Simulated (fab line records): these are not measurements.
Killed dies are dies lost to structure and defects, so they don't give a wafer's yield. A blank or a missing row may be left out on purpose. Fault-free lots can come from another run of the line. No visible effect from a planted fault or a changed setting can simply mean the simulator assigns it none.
Chamber matching / flow n5Finfet / N5_FIN_SAQP_SPACER1_ALD_24 on aldSin-04: 4 sister chambers
The step deposits SiO2, target thk 20.3 nm, pulse time 1 s, purge time 2 s. 16 wafers are shown with their chamber, then 8 later ones without.

== WAFERS WITH THEIR CHAMBER ==
wafer=L074.1; chamber=2; heaterPowerW (W)=541; precursorPulseHeightRel=1.010
wafer=L074.2; chamber=0; heaterPowerW (W)=548; precursorPulseHeightRel=1.007
wafer=L074.3; chamber=1; heaterPowerW (W)=520; precursorPulseHeightRel=1.003
wafer=L074.4; chamber=3; heaterPowerW (W)=406; precursorPulseHeightRel=0.976
wafer=L074.5; chamber=1; heaterPowerW (W)=527; precursorPulseHeightRel=1.016
wafer=L074.6; chamber=2; heaterPowerW (W)=529; precursorPulseHeightRel=1.028
wafer=L078.1; chamber=1; heaterPowerW (W)=528; precursorPulseHeightRel=0.992
wafer=L078.3; chamber=0; heaterPowerW (W)=540; precursorPulseHeightRel=0.987
wafer=L078.6; chamber=1; heaterPowerW (W)=536; precursorPulseHeightRel=0.972
wafer=L084.4; chamber=2; heaterPowerW (W)=541; precursorPulseHeightRel=0.994
wafer=L084.5; chamber=2; heaterPowerW (W)=533; precursorPulseHeightRel=1.031
wafer=L084.6; chamber=3; heaterPowerW (W)=414; precursorPulseHeightRel=0.957
wafer=L087.4; chamber=2; heaterPowerW (W)=521; precursorPulseHeightRel=0.993
wafer=L087.5; chamber=1; heaterPowerW (W)=529; precursorPulseHeightRel=1.017
wafer=L087.6; chamber=0; heaterPowerW (W)=547; precursorPulseHeightRel=0.991
wafer=L088.1; chamber=1; heaterPowerW (W)=542; precursorPulseHeightRel=0.994

SIGNATURES (averages over the wafers above)
reading=heaterPowerW; chamber 0=545.00; chamber 1=530.33; chamber 2=533.00; chamber 3=410.00; scatter within a chamber=7.37
reading=precursorPulseHeightRel; chamber 0=0.99500; chamber 1=0.99900; chamber 2=1.01120; chamber 3=0.96650; scatter within a chamber=0.0162
Rule: for a wafer and a chamber, the distance is found by dividing, reading by reading, the gap between the wafer's reading and the chamber's mean by the reading's scatter, squaring, summing and taking the root. The wafer belongs to the nearest chamber; if the next one is less than 2 further off, it can't be placed. The scatter: the root of (the sum of the squares of (reading less its chamber's mean) over the shown wafers, divided by (wafers less chambers)).

== WAFERS MISSING THEIR CHAMBER ==
wafer=L088.3; heaterPowerW (W)=530; precursorPulseHeightRel=1.007
wafer=L088.5; heaterPowerW (W)=565; precursorPulseHeightRel=0.986
wafer=L091.2; heaterPowerW (W)=404; precursorPulseHeightRel=1.008
wafer=L091.3; heaterPowerW (W)=548; precursorPulseHeightRel=1.000
wafer=L091.4; heaterPowerW (W)=523; precursorPulseHeightRel=1.001
wafer=L096.2; heaterPowerW (W)=520; precursorPulseHeightRel=1.005
wafer=L096.5; heaterPowerW (W)=569; precursorPulseHeightRel=0.985
wafer=L096.6; heaterPowerW (W)=529; precursorPulseHeightRel=0.967

== CHAMBER TAKEN BY EACH ==
wafer=L088.3; from the rows above=can't be placed: 2 or 1 or 0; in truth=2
wafer=L088.5; from the rows above=can't be placed: 0 or 2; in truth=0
wafer=L091.2; from the rows above=3; in truth=3
wafer=L091.3; from the rows above=can't be placed: 0 or 2 or 1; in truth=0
wafer=L091.4; from the rows above=can't be placed: 1 or 2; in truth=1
wafer=L096.2; from the rows above=can't be placed: 1 or 2 or 0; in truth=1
wafer=L096.5; from the rows above=can't be placed: 0 or 2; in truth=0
wafer=L096.6; from the rows above=can't be placed: 1 or 0 or 2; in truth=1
Correct placement for 1 of the 8. These rows do not allow placing 7 (true chamber among the candidates in 7). Wrongly placed: 0.
